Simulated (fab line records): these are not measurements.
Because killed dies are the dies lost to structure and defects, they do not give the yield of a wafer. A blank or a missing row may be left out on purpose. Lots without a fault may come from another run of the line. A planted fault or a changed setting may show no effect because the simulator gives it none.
fab line records	flow n5_finfet
record: lots: 11	wafers: 30	last_day: 16
route steps=1938 shown BEOL_M8@1398 BEOL_M9@1405 PASSIVATION@1936
lots that met no fault: taken from a fault-free run of the same line
start_h: start of the lot's first displayed wafer, in hours after the record's first day	wait_h: hours elapsed since this lot's preceding step	" as in the row above	L1.1+2: several wafers, shown together as one row	- no value, or no start given	* or withheld: withheld	< > ~ a bound
route shown NAME@n: names a module that has steps shown in the file, with the first one's number in the route	usual: mean/standard deviation of fault-free wafers	same: alike in all rows	chamber/n: place in a boat	sites: per-site readings	_std_site: the values' standard deviation	_edge_site: the outer-site mean with the inner-site mean subtracted	radius_mm: for every site, how far away it sits from the centre of the wafer	mask NAME#n: copy n	behind: the last tool/chamber to shape the wafer	hold: the reason the lot was held/the length of the hold in hours/how it ended	device: names the non-switching transistor (n, p or np)	end of line: tests run on the same wafers once the route is complete	for a step that has no rows: nothing shown but its recipe	killed: at the first sort, the dies lost to defects and structure; wafer yield is something else	map: dies across one wafer; x = killed, . = not, _ = none there
set.NAME: the setting as run; set.NAME@STEP: as run at that earlier step	model.NAME: the simulator's own value behind a step, which no gauge read
route steps across a sampled set of lots; one table per step, one row per wafer
services: from which hour (start_h, from the record's first day; less than 0 if before it) a tool's chamber was out of use, for how many hours, and why
== steps ==
step: N5_BEOL_M8_DEP_56
recipe: material: SiCN	target_thk_a: 100	temp_c: withheld	precursor: 3MS/NH3	pressure_torr: 3	rf_w: 202	time_s: 17.5
usual: showerhead_plenum_p_Torr: 3.668/0.01	showerhead_vpp_V: 883/32	throttle_valve_pct: 9.2/0.63
lot.wafer	tool	chamber	start_h	wait_h	showerhead_plenum_p_Torr	showerhead_vpp_V	throttle_valve_pct
L323.1	pecvd-02	1	206.45	0.0	3.657	887	8.8
L323.2	"	0	"	"	3.669	849	9.2
L323.4	"	1	"	"	3.664	897	8.9
L325.2	pecvd-02	0	228.28	0.0	3.658	849	9.2
L325.3	"	2	"	"	3.691	905	8.8
L325.5	"	2	"	"	3.682	907	8.7
L329.3	pecvd-04	0	238.25	0.0	3.672	891	9.9
L329.4	"	0	"	"	3.679	910	9.9
L329.5	"	1	"	"	3.672	907	9.7
L328.1	pecvd-01	1	240.14	0.0	3.665	834	10.7
L328.3	"	2	"	"	3.654	940	8.6
L328.4	"	1	"	"	3.659	819	10.4
L327.1	pecvd-04	1	246.53	0.0	3.683	893	9.6
L327.5	"	1	"	"	3.674	899	9.6
L327.6	"	0	"	"	3.680	885	9.7
L334.2	pecvd-04	2	283.73	0.0	3.659	892	8.6
L334.3	"	0	"	"	3.670	915	9.6
L334.4	"	2	"	"	3.659	889	8.8
L335.1	pecvd-01	1	294.19	0.0	3.661	830	10.2
L335.3	"	0	"	"	3.654	820	9.2
L335.4	"	2	"	"	3.657	928	8.6
L339.1	pecvd-04	1	302.68	0.0	3.683	880	9.5
L339.6	"	1	"	"	3.680	900	9.7
L337.3	pecvd-04	0	305.79	0.0	3.674	895	9.8
L337.6	"	1	"	"	3.677	897	9.8
L342.3	pecvd-01	1	312.36	0.0	3.656	834	10.4
L342.5	"	0	"	"	3.661	820	9.1
L343.1	pecvd-04	1	329.31	0.0	3.684	900	9.8
L343.4	"	2	"	"	3.669	881	8.4
L343.6	"	1	"	"	3.667	892	9.8
step: N5_BEOL_M9_HM_DEP_02
recipe: material: TiN	target_thk_a: 200	temp_c: 25	chamber_pressure_pa: 0.49996
usual: throttle_valve_pct: 30.6/1
lot.wafer	tool	chamber	start_h	wait_h	throttle_valve_pct
L323.1	pvd_sputter-01	-	209.56	2.0	30.2
L323.2	"	-	"	"	33.0
L323.4	"	-	"	"	30.5
L325.2	pvd_sputter-02	-	230.15	0.9	29.8
L325.3	"	-	"	"	30.7
L325.5	"	-	"	"	30.9
L329.3	pvd_sputter-02	-	240.32	1.3	30.3
L329.4	"	-	"	"	29.6
L329.5	"	-	"	"	29.7
L328.1	pvd_sputter-01	-	241.48	0.6	31.5
L328.3	"	-	"	"	29.9
L328.4	"	-	"	"	33.1
L327.1	pvd_sputter-01	-	247.72	0.2	31.4
L327.5	"	-	"	"	32.7
L327.6	"	-	"	"	30.2
L334.2	pvd_sputter-03	-	286.15	1.2	28.7
L334.3	"	-	"	"	30.6
L334.4	"	-	"	"	31.1
L335.1	pvd_sputter-01	-	296.98	1.5	30.0
L335.3	"	-	"	"	31.3
L335.4	"	-	"	"	30.3
L339.1	pvd_sputter-01	-	304.40	0.9	29.9
L339.6	"	-	"	"	30.3
L337.3	pvd_sputter-01	-	306.92	0.3	30.0
L337.6	"	-	"	"	31.3
L342.3	pvd_sputter-01	-	313.24	0.1	30.5
L342.5	"	-	"	"	30.3
L343.1	pvd_sputter-02	-	330.66	0.6	30.7
L343.4	"	-	"	"	30.5
L343.6	"	-	"	"	30.5
step: N5_BEOL_M9_HM_OPEN_17
recipe: chemistry: Cl2/BCl3	target_depth_a: 200	overetch_a: 60	target: TiN	mask_material: SOC	ion_energy_ev: 150	pressure_mtorr: 10	icp_w: 1000	bias_w: 126	Cl2_flow_sccm: 53.25	bcl3_flow_sccm: 21.75	Ar_flow_sccm: 25
usual: bias_w: 126.1/0.36	drypump_motor_current_A: 5.47/0.29	oes_product_au: 0.69/0.047	throttle_valve_pct: 22.04/0.15
lot.wafer	tool	chamber	start_h	wait_h	bias_w	drypump_motor_current_A	oes_product_au	rf_hours_counter_h	throttle_valve_pct
L323.1	rie_metal-01	1	210.65	0.0	126.1	5.18	0.70	35	22.20
L323.2	"	0	"	"	125.5	5.38	0.73	17	21.97
L323.4	"	1	"	"	126.1	5.18	0.70	-	22.20
L325.2	rie_metal-02	1	230.89	0.0	126.2	5.77	0.76	8	22.13
L325.3	"	0	"	"	126.1	5.47	0.65	-	21.85
L325.5	"	1	"	"	126.2	5.78	0.76	-	22.16
L329.3	rie_metal-02	0	241.26	0.1	126.3	5.49	0.64	-	21.84
L329.4	"	1	"	"	125.6	5.75	0.75	-	22.15
L329.5	"	1	"	"	126.2	5.78	0.77	-	22.14
L328.1	rie_metal-02	1	242.33	0.0	126.7	5.78	0.75	9	22.15
L328.3	"	1	"	"	126.5	5.78	0.77	-	22.14
L328.4	"	0	"	"	126.4	5.48	0.64	-	21.85
L327.1	rie_metal-02	1	248.86	0.0	125.5	5.75	0.76	10	22.15
L327.5	"	0	"	"	126.5	5.52	0.64	-	21.84
L327.6	"	1	"	"	126.2	5.78	0.75	-	22.13
L334.2	rie_metal-03	1	287.00	0.0	126.6	5.14	0.73	18	21.84
L334.3	"	0	"	"	126.1	6.03	0.61	-	22.08
L334.4	"	1	"	"	126.2	5.15	0.72	-	21.84
L335.1	rie_metal-01	1	297.84	0.0	126.0	5.21	0.67	43	22.25
L335.3	"	1	"	"	126.6	5.19	0.67	-	22.24
L335.4	"	0	"	"	125.6	5.37	0.71	-	22.01
L339.1	rie_metal-02	0	305.13	0.0	126.2	5.51	0.64	56	21.86
L339.6	"	0	"	"	125.7	5.51	0.49	-	22.13
L337.3	rie_metal-01	1	307.72	0.1	125.4	5.18	0.51	-	22.50
L337.6	"	0	"	"	126.5	5.35	0.55	-	22.26
L342.3	rie_metal-01	0	314.13	0.1	126.3	5.36	0.55	-	22.29
L342.5	"	0	"	"	126.2	5.33	0.71	-	22.00
L343.1	rie_metal-01	0	331.95	0.0	126.2	5.36	0.70	28	22.03
L343.4	"	0	"	"	126.2	5.35	0.70	-	22.01
L343.6	"	0	"	"	126.2	5.37	0.71	-	22.00
step: N5_BEOL_M9_CD_MEAS_18
recipe: pitch_nm: 140	target_cd_nm: 70
usual: cd_nm: 69.9/0.6
lot.wafer	tool	chamber	start_h	wait_h	cd_nm
L323.1	cd_sem-03	-	210.90	0.0	71.1
L323.2	"	-	"	"	69.6
L323.4	"	-	"	"	70.4
L325.2	cd_sem-02	-	231.08	0.1	69.2
L325.3	"	-	"	"	69.4
L325.5	"	-	"	"	69.7
L329.3	cd_sem-02	-	241.41	0.1	68.6
L329.4	"	-	"	"	69.4
L329.5	"	-	"	"	69.4
L328.1	cd_sem-01	-	242.52	0.0	70.2
L328.3	"	-	"	"	69.7
L328.4	"	-	"	"	69.9
L327.1	cd_sem-01	-	249.05	0.1	71.4
L327.5	"	-	"	"	69.8
L327.6	"	-	"	"	70.8
L334.2	cd_sem-02	-	287.19	0.1	69.6
L334.3	"	-	"	"	70.4
L334.4	"	-	"	"	70.4
L335.1	cd_sem-02	-	298.02	0.0	70.1
L335.3	"	-	"	"	69.2
L335.4	"	-	"	"	69.4
L339.1	cd_sem-03	-	305.31	0.0	69.6
L339.6	"	-	"	"	71.0
L337.3	cd_sem-01	-	307.88	0.1	68.9
L337.6	"	-	"	"	70.1
L342.3	cd_sem-03	-	314.29	0.1	70.2
L342.5	"	-	"	"	70.1
L343.1	cd_sem-02	-	332.33	0.0	68.6
L343.4	"	-	"	"	69.2
L343.6	"	-	"	"	69.9
step: N5_BEOL_M9_CD_MEAS_28
recipe: target_cd_nm: 70	landing_energy_ev: 500	detector: se_inlens	polarity: opening
usual: cd_nm: 70.13/0.28
lot.wafer	tool	chamber	start_h	wait_h	cd_nm
L323.1	cd_sem-03	0	215.23	-	70.12
L323.2	"	0	"	"	70.19
L323.4	"	0	"	"	70.21
L325.2	cd_sem-02	0	232.61	-	70.43
L325.3	"	0	"	"	70.36
L325.5	"	0	"	"	70.07
L329.3	cd_sem-02	0	242.81	-	69.92
L329.4	"	0	"	"	70.09
L329.5	"	0	"	"	70.16
L328.1	cd_sem-03	0	242.88	-	70.06
L328.3	"	0	"	"	70.13
L328.4	"	0	"	"	70.04
L327.1	cd_sem-02	0	250.20	-	69.70
L327.5	"	0	"	"	70.22
L327.6	"	0	"	"	70.08
L334.2	cd_sem-01	0	289.43	-	70.35
L334.3	"	0	"	"	70.08
L334.4	"	0	"	"	70.07
L335.1	cd_sem-01	0	299.31	-	70.01
L335.3	"	0	"	"	70.09
L335.4	"	0	"	"	70.92
L339.1	cd_sem-01	0	305.61	-	69.74
L339.6	"	0	"	"	70.03
L337.3	cd_sem-03	0	308.50	-	70.41
L337.6	"	0	"	"	69.88
L342.3	cd_sem-02	0	314.86	-	70.36
L342.5	"	0	"	"	70.10
L343.1	cd_sem-02	0	332.74	-	70.06
L343.4	"	0	"	"	69.98
L343.6	"	0	"	"	70.35
step: N5_PASSIVATION_PROBE_49
usual: defect_limited_yield: 91.6/1.2	killed_at_M0_to_M3: 33/9.4	killed_at_M4_up: 13/5.2	killed_at_contacts: 13/5.6	killed_at_front_end: 37/9.5	killed_at_other: 4/3.1	killed_dies: 99/15	killed_on_rim: 13/3.6	killed_open: 65/11	killed_short: 32/7.5	sort_bin_5_function: 4.9/0.77	sort_bin_6_memory: 3.1/0.65	sort_n_pass: 1081/15	sort_yield_pct: 91.6/1.2
same: gross_dies: 1180	killed_at_back_side: 0	sort_bin_4_leakage[%]: 0	sort_bin_8_speed[%]: 0
lot.wafer	tool	chamber	start_h	wait_h	defect_limited_yield[%]	killed_at_M0_to_M3	killed_at_M4_up	killed_at_contacts	killed_at_front_end	killed_at_other	killed_dies	killed_on_rim	killed_open	killed_short	sort_bin_5_function[%]	sort_bin_6_memory[%]	sort_n_pass	sort_yield_pct[%]
L323.1	prober-02	-	272.32	0.0	91.6	42	15	10	31	1	99	15	71	28	4.9	3.2	1081	91.6
L323.2	prober-02	-	272.37	0.1	91.9	34	16	21	21	4	96	12	78	18	4.7	3.3	1084	91.9
L323.4	prober-02	-	272.47	0.2	92.1	53	8	13	16	3	93	10	64	29	4.7	2.8	1087	92.1
L325.2	prober-01	-	292.36	0.1	92.8	32	7	12	34	0	85	8	58	25	4.0	3.1	1095	92.8
L325.3	prober-01	-	292.41	0.1	91.1	28	12	16	48	1	105	16	79	25	4.9	3.9	1075	91.1
L325.5	prober-01	-	292.51	0.2	91.9	24	13	19	37	3	96	4	57	31	4.3	2.7	1084	91.9
L329.3	prober-01	-	309.36	0.1	93.8	21	3	19	25	5	73	12	51	19	3.8	1.9	1107	93.8
L329.4	prober-01	-	309.41	0.2	92.0	36	6	23	29	0	94	12	65	29	4.8	3.0	1086	92.0
L329.5	prober-01	-	309.46	0.2	92.3	26	13	18	32	2	91	14	56	35	4.2	3.1	1089	92.3
L328.1	prober-01	-	316.16	0.0	93.2	16	12	21	31	0	80	11	54	26	4.4	2.1	1100	93.2
L328.3	prober-01	-	316.26	0.1	91.9	24	7	26	38	1	96	14	69	24	5.3	2.5	1084	91.9
L328.4	prober-01	-	316.31	0.2	93.2	22	10	14	33	1	80	11	59	21	3.9	2.7	1100	93.2
L327.1	prober-02	-	322.28	0.0	91.0	34	18	14	39	1	106	12	68	37	4.7	3.9	1074	91.0
L327.5	prober-02	-	322.48	0.2	93.4	34	12	8	23	1	78	11	54	23	3.9	2.7	1102	93.4
L327.6	prober-02	-	322.53	0.3	91.9	41	11	17	27	0	96	8	64	31	4.6	3.2	1084	91.9
L334.2	prober-02	-	350.98	0.1	92.0	31	19	12	31	1	94	12	59	33	5.3	2.5	1086	92.0
L334.3	prober-02	-	351.03	0.1	92.1	31	20	8	32	2	93	16	62	29	4.8	2.9	1087	92.1
L334.4	prober-02	-	351.08	0.2	92.1	29	12	11	39	2	93	14	62	30	4.6	3.0	1087	92.1
L335.1	prober-01	-	368.20	0.0	91.5	23	8	16	47	6	100	14	68	32	4.7	3.3	1080	91.5
L335.3	prober-01	-	368.30	0.1	92.4	28	4	10	44	4	90	11	60	30	4.6	2.8	1090	92.4
L335.4	prober-01	-	368.35	0.2	93.0	26	12	5	36	4	83	14	53	29	4.7	2.2	1097	93.0
L339.1	prober-01	-	374.78	0.0	91.3	38	15	8	35	7	103	10	72	31	4.7	3.9	1077	91.3
L339.6	prober-01	-	375.03	0.3	91.9	47	9	9	27	4	96	13	59	37	5.1	3.0	1084	91.9
L342.3	prober-01	-	376.43	0.1	92.2	32	13	17	29	1	92	12	63	28	5.1	2.5	1088	92.2
L342.5	prober-01	-	376.53	0.2	90.5	26	13	15	54	4	112	10	72	40	6.2	3.1	1068	90.5
killed by level:class
L323.1 BEOL_M1:geometric_particle:open=15 BEOL_M3:geometric_particle:open=10 BEOL_M4:geometric_particle:open=9 MOL_CONTACT_COAG:geometric_particle:open=7 GATE_CUT:geometric_particle:open=6 GATE_CUT:geometric_particle:short=6 BEOL_M0_SAQP:geometric_particle:short=6 FIN_SAQP:geometric_particle:open=5
L323.2 MOL_CONTACT_COAG:geometric_particle:open=19 BEOL_M2:geometric_particle:open=10 BEOL_M3:geometric_particle:open=7 BEOL_M5:geometric_particle:open=6 STI_FIN_REVEAL:geometric_particle:open=5 GATE_CUT:geometric_particle:open=5 BEOL_M1:geometric_particle:open=5 BEOL_M4:geometric_particle:open=4
L323.4 BEOL_M0_SAQP:geometric_particle:short=13 MOL_CONTACT_COAG:geometric_particle:open=11 BEOL_M0_SAQP:geometric_particle:open=11 BEOL_M2:geometric_particle:open=10 BEOL_M3:geometric_particle:open=8 BEOL_M1:geometric_particle:open=7 DUMMY_GATE:geometric_particle:open=4 STI_FIN_REVEAL:geometric_particle:open=2
L325.2 MOL_CONTACT_COAG:geometric_particle:open=10 BEOL_M1:geometric_particle:open=10 FIN_SAQP:geometric_particle:short=9 FIN_SAQP:geometric_particle:open=7 BEOL_M3:geometric_particle:open=7 STI_FIN_REVEAL:geometric_particle:open=6 BEOL_M0_SAQP:geometric_particle:open=4 STI_FIN_REVEAL:geometric_particle:short=3
L325.3 STI_FIN_REVEAL:geometric_particle:open=17 MOL_CONTACT_COAG:geometric_particle:open=15 BEOL_M3:geometric_particle:open=8 DUMMY_GATE:geometric_particle:open=7 BEOL_M4:geometric_particle:open=7 BEOL_M0_SAQP:geometric_particle:open=6 FIN_SAQP:geometric_particle:open=5 FIN_SAQP:geometric_particle:short=4
L325.5 MOL_CONTACT_COAG:geometric_particle:open=14 FIN_SAQP:geometric_particle:short=6 BEOL_M3:geometric_particle:open=6 HKMG_FIN:area_etch=6 DUMMY_GATE:geometric_particle:open=5 GATE_CUT:geometric_particle:open=5 MOL_CONTACT_COAG:geometric_particle:short=5 FIN_SAQP:geometric_particle:open=4
L329.3 MOL_CONTACT_COAG:geometric_particle:open=17 BEOL_M1:geometric_particle:open=5 BEOL_M3:geometric_particle:open=5 STI_FIN_REVEAL:geometric_particle:open=4 GATE_CUT:geometric_particle:open=4 BEOL_M3:geometric_particle:short=4 MIM_BOT:geometric_particle:open=4 BEOL_M5:geometric_particle:open=3
L329.4 MOL_CONTACT_COAG:geometric_particle:open=20 BEOL_M1:geometric_particle:open=12 BEOL_M3:geometric_particle:open=11 GATE_CUT:geometric_particle:short=6 BEOL_M0_SAQP:geometric_particle:open=5 STARTING-WAFER:geometric_particle:short=5 STI_FIN_REVEAL:geometric_particle:open=4 FIN_SAQP:geometric_particle:short=3
L329.5 MOL_CONTACT_COAG:geometric_particle:open=12 FIN_SAQP:geometric_particle:short=8 BEOL_M4:geometric_particle:open=8 BEOL_M0_SAQP:geometric_particle:short=7 STI_FIN_REVEAL:geometric_particle:open=6 MOL_CONTACT_COAG:geometric_particle:short=6 BEOL_M3:geometric_particle:open=6 FIN_SAQP:geometric_particle:open=3
L328.1 MOL_CONTACT_COAG:geometric_particle:open=15 BEOL_M2:geometric_particle:open=8 STI_FIN_REVEAL:geometric_particle:open=7 MOL_CONTACT_COAG:geometric_particle:short=6 DUMMY_GATE:geometric_particle:open=5 FIN_SAQP:geometric_particle:open=3 BEOL_M4:geometric_particle:open=3 BEOL_M6:geometric_particle:open=3
L328.3 MOL_CONTACT_COAG:geometric_particle:open=23 BEOL_M2:geometric_particle:open=7 FIN_SAQP:geometric_particle:open=6 FIN_SAQP:geometric_particle:short=6 BEOL_M0_SAQP:geometric_particle:short=6 BEOL_M0_SAQP:geometric_particle:open=6 DUMMY_GATE:geometric_particle:open=5 GATE_CUT:geometric_particle:open=5
L328.4 MOL_CONTACT_COAG:geometric_particle:open=12 STI_FIN_REVEAL:geometric_particle:open=8 BEOL_M2:geometric_particle:open=8 FIN_SAQP:geometric_particle:open=7 BEOL_M0_SAQP:geometric_particle:open=7 DUMMY_GATE:geometric_particle:open=4 STI_FIN_REVEAL:geometric_particle:short=3 GATE_CUT:geometric_particle:short=3
L327.1 BEOL_M4:geometric_particle:open=13 MOL_CONTACT_COAG:geometric_particle:open=8 GATE_CUT:geometric_particle:short=8 BEOL_M2:geometric_particle:open=8 BEOL_M0_SAQP:geometric_particle:short=7 BEOL_M0_SAQP:geometric_particle:open=6 FIN_SAQP:geometric_particle:open=5 STI_FIN_REVEAL:geometric_particle:short=5
L327.5 BEOL_M0_SAQP:geometric_particle:open=8 MOL_CONTACT_COAG:geometric_particle:open=7 BEOL_M3:geometric_particle:open=7 STI_FIN_REVEAL:geometric_particle:open=6 BEOL_M0_SAQP:geometric_particle:short=6 BEOL_M1:geometric_particle:open=5 DUMMY_GATE:geometric_particle:open=4 BEOL_M4:geometric_particle:short=4
L327.6 BEOL_M3:geometric_particle:open=15 MOL_CONTACT_COAG:geometric_particle:open=12 BEOL_M0_SAQP:geometric_particle:open=8 BEOL_M2:geometric_particle:open=8 STI_FIN_REVEAL:geometric_particle:open=6 SPACER0:geometric_particle:short=6 MOL_CONTACT_COAG:geometric_particle:short=4 BEOL_M3:geometric_particle:short=4
L334.2 BEOL_M0_SAQP:geometric_particle:open=9 FIN_SAQP:geometric_particle:short=8 MOL_CONTACT_COAG:geometric_particle:open=8 BEOL_M0_SAQP:geometric_particle:short=7 BEOL_M1:geometric_particle:open=6 GATE_CUT:geometric_particle:short=5 DUMMY_GATE:geometric_particle:open=4 GATE_CUT:geometric_particle:open=4
L334.3 BEOL_M4:geometric_particle:open=9 BEOL_M0_SAQP:geometric_particle:open=9 FIN_SAQP:geometric_particle:open=8 FIN_SAQP:geometric_particle:short=7 GATE_CUT:geometric_particle:short=6 MOL_CONTACT_COAG:geometric_particle:open=6 STARTING-WAFER:geometric_particle:open=5 BEOL_M1:geometric_particle:open=5
L334.4 MOL_CONTACT_COAG:geometric_particle:open=10 STI_FIN_REVEAL:geometric_particle:open=8 BEOL_M1:geometric_particle:open=7 FIN_SAQP:geometric_particle:short=6 ILD0:geometric_particle:short=6 BEOL_M0_SAQP:geometric_particle:open=6 ILD0:geometric_particle:open=5 BEOL_M0:geometric_particle:open=4
L335.1 MOL_CONTACT_COAG:geometric_particle:open=13 STI_FIN_REVEAL:geometric_particle:open=12 BEOL_M1:geometric_particle:open=9 BEOL_M0_SAQP:geometric_particle:short=7 FIN_SAQP:geometric_particle:short=6 FIN_SAQP:geometric_particle:open=6 DUMMY_GATE:geometric_particle:open=6 BEOL_M4:geometric_particle:open=6
L335.3 FIN_SAQP:geometric_particle:short=10 BEOL_M0_SAQP:geometric_particle:open=10 STI_FIN_REVEAL:geometric_particle:open=9 MOL_CONTACT_COAG:geometric_particle:open=8 DUMMY_GATE:geometric_particle:open=6 FIN_SAQP:geometric_particle:open=5 BEOL_M0_SAQP:geometric_particle:short=5 BEOL_M2:geometric_particle:open=5
L335.4 STI_FIN_REVEAL:geometric_particle:open=17 BEOL_M0_SAQP:geometric_particle:short=8 BEOL_M1:geometric_particle:open=6 FIN_SAQP:geometric_particle:short=5 MOL_CONTACT_COAG:geometric_particle:open=5 BEOL_M0_SAQP:geometric_particle:open=4 BEOL_M4:geometric_particle:open=4 STI_FIN_REVEAL:geometric_particle:short=3
L339.1 BEOL_M0_SAQP:geometric_particle:short=11 STI_FIN_REVEAL:geometric_particle:open=10 BEOL_M0_SAQP:geometric_particle:open=10 BEOL_M4:geometric_particle:open=8 MOL_CONTACT_COAG:geometric_particle:open=7 BEOL_M1:geometric_particle:open=6 DUMMY_GATE:geometric_particle:open=5 FIN_SAQP:geometric_particle:short=4
L339.6 BEOL_M0_SAQP:geometric_particle:open=13 BEOL_M0_SAQP:geometric_particle:short=13 BEOL_M3:geometric_particle:open=9 MOL_CONTACT_COAG:geometric_particle:open=7 FIN_SAQP:geometric_particle:short=5 BEOL_M2:geometric_particle:open=5 STARTING-WAFER:geometric_particle:short=5 GATE_CUT:geometric_particle:short=4
L342.3 MOL_CONTACT_COAG:geometric_particle:open=16 BEOL_M3:geometric_particle:open=10 FIN_SAQP:geometric_particle:short=6 STI_FIN_REVEAL:geometric_particle:open=5 BEOL_M0_SAQP:geometric_particle:open=5 STARTING-WAFER:geometric_particle:short=5 BEOL_M0_SAQP:geometric_particle:short=4 BEOL_M4:geometric_particle:open=4
L342.5 MOL_CONTACT_COAG:geometric_particle:open=15 FIN_SAQP:geometric_particle:short=14 STI_FIN_REVEAL:geometric_particle:open=10 FIN_SAQP:geometric_particle:open=9 BEOL_M0_SAQP:geometric_particle:open=7 BEOL_M0_SAQP:geometric_particle:short=7 BEOL_M3:geometric_particle:open=6 BEOL_M4:geometric_particle:open=5
== services ==
tool	chamber	start_h	hours	kind
pecvd-04	0	192.99	2.1	scheduled_down
pecvd-04	2	202.38	-	clean
pecvd-04	2	202.38	-	consumable_replace:showerhead
pecvd-04	2	202.38	29.0	scheduled_down
pecvd-04	2	202.38	29.0	vent_cycle
rie_metal-01	-	204.00	0.5	repair
pecvd-01	1	216.04	4.4	repair
pecvd-02	0	216.74	2.1	scheduled_down
pecvd-02	-	228.51	0.7	repair
pvd_sputter-02	-	238.19	1.5	repair
pecvd-01	2	259.72	5.5	scheduled_down
pecvd-04	-	275.15	6.0	pm
pecvd-02	2	276.66	6.6	repair
rie_metal-02	-	281.58	1.0	repair
pvd_sputter-02	-	285.64	5.0	repair
pecvd-02	-	286.30	0.9	repair
pecvd-01	1	290.76	2.1	scheduled_down
pecvd-04	1	292.53	5.5	scheduled_down
rie_metal-02	-	293.50	1.4	pm
rie_metal-01	-	311.40	1.4	pm
pecvd-01	1	320.58	8.3	repair
pecvd-01	0	329.59	2.1	scheduled_down
== key ==
first_sign: step: N5_BEOL_M9_HM_OPEN_17	reading: oes_product_au	direction: down	sigmas: 3.5	usual: 0.69	struck: 0.52
effect none on later readings
met_at N5_BEOL_M9_HM_DEP_02
struck_lots L337,L339,L342
struck_wafers L337.3,L337.6,L339.6,L342.3
not_acting_at N5_BEOL_M8_DEP_56,N5_BEOL_M9_CD_MEAS_18,N5_BEOL_M9_CD_MEAS_28
onset_between 296.98 304.40
fault: kind: process_parameter_drift	tool: pvd_sputter-01	chamber: -	onset_h: 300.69	steps: N5_BEOL_M9_HM_DEP_02	channel: target_thk_a	offset: *	shape: step	end_h: 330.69	scope: struck_wafers_only	acts_in: *	stated: *
